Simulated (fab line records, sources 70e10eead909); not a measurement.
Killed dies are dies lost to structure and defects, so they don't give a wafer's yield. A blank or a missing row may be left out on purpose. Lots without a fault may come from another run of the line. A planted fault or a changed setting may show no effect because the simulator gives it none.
A struck lot beside a sound one | flow nand_harc | 16 steps out of a route of 1302
Sound: wafers L316.1, L316.4, L316.5. Struck: wafers L320.1, L320.4, L320.5. The cause comes at the end.
At each step with rows: each side's tool, then ch and its chambers, then its first start. Under that, the readings that differ: sound wafers | struck wafers | difference of the means | sigmas: that difference in standard deviations of wafers without a fault.
alike: readings whose means differ by less than 2 such deviations, and words and numbers that are the same on both sides. not compared: withheld readings, readings that some wafer has no value for, bounds like >300 that may hide the same value, and numbers for which the record gives no deviation and whose values overlap.
The two part at a step that has a row with sigmas, a row that says differs or no value, or rows on one side only. Numbers that don't overlap but have no deviation are shown without sigmas and don't part them. A reading that every wafer of one side lacks parts them only if that side has two wafers or more.

NHARC_A_ONON_D2_THK_MEAS_11: measures by ellipsometry.
  sound on film_metro-02, day 12 09:49; struck on film_metro-01, day 14 00:00
  reading     | sound       | struck         | difference | sigmas
  thk_nm (nm) | 991 990 988 | 1017 1016 1016 | +27        | +3
then, 1 step without rows for these wafers: NHARC_A_ONON_D2_DEP_12 (target thk 1000 nm).
NHARC_A_ONON_D2_THK_MEAS_14: measures by ellipsometry.
  sound on film_metro-01, day 12 10:22; struck on film_metro-02, day 14 00:34
  reading     | sound          | struck      | difference | sigmas
  thk_nm (nm) | 1013 1013 1014 | 990 986 987 | -26        | -3
then, 2 steps without rows for these wafers: NHARC_A_ONON_D2_ANNEAL_15 (time 3600 s); NHARC_A_ONON_D2_DEP_16 (target thk 1000 nm).
NHARC_A_ONON_D2_THK_MEAS_18: measures by ellipsometry.
  sound on film_metro-02, day 12 17:47; struck on film_metro-02, day 14 08:15
  alike: thk_nm
then, 1 step without rows for these wafers: NHARC_A_ONON_D2_DEP_19 (target thk 1000 nm).
NHARC_A_ONON_D2_THK_MEAS_21: measures by ellipsometry.
  sound on film_metro-02, day 12 18:21; struck on film_metro-01, day 14 08:49
  alike: thk_nm
then, 1 step without rows for these wafers: NHARC_A_ONON_D2_DEP_22 (target thk 1000 nm).
NHARC_A_ONON_D2_THK_MEAS_24: measures by ellipsometry.
  sound on film_metro-01, day 12 18:55; struck on film_metro-01, day 14 09:23
  alike: thk_nm
then, 1 step without rows for these wafers: NHARC_A_ONON_D2_DEP_25 (target thk 1000 nm).
NHARC_A_ONON_D2_THK_MEAS_27: measures by ellipsometry.
  sound on film_metro-02, day 12 19:29; struck on film_metro-02, day 14 09:57
  alike: thk_nm
NHARC_A_ONON_D2_DEP_28: target thk 1000 nm.
  sound on pecvd_onon-01 ch 0, day 12 19:32; struck on pecvd_onon-01 ch 0, day 14 10:00
NHARC_A_ONON_D2_THK_MEAS_30: measures by ellipsometry.
  sound on film_metro-01, day 12 20:03; struck on film_metro-01, day 14 10:31
  reading     | sound       | struck         | difference | sigmas
  thk_nm (nm) | 996 998 998 | 1186 1185 1184 | +188       | +26
NHARC_A_ONON_D2_DEP_33: deposits SiO2, target thk 200 nm.
  sound on pecvd-01 ch 0,1,2, day 12 20:12; struck on pecvd-04 ch 0,2, day 14 10:34
  alike: heater_power_w, throttle_valve_pct
-- the record jumps here: 11 days lie between the struck wafers' starts before and after (it left off in module A_ONON_D2 and takes up again in module END, whose first step shown is number 1302 of the route) --
NHARC_END_SORT_01:
  sound on prober-02 ch 0, day 24 09:23; struck on prober-02 ch 0, day 25 18:31
  reading     | sound    | struck   | difference | sigmas
  killed_dies | 60 52 46 | 94 98 93 | +42        | +2
  alike: killed_at_array, killed_at_other, killed_at_periphery, killed_open, killed_short

WHERE THEY PART
First at NHARC_A_ONON_D2_THK_MEAS_11; last, within this record, at NHARC_END_SORT_01.

WHY: what the simulator had put in
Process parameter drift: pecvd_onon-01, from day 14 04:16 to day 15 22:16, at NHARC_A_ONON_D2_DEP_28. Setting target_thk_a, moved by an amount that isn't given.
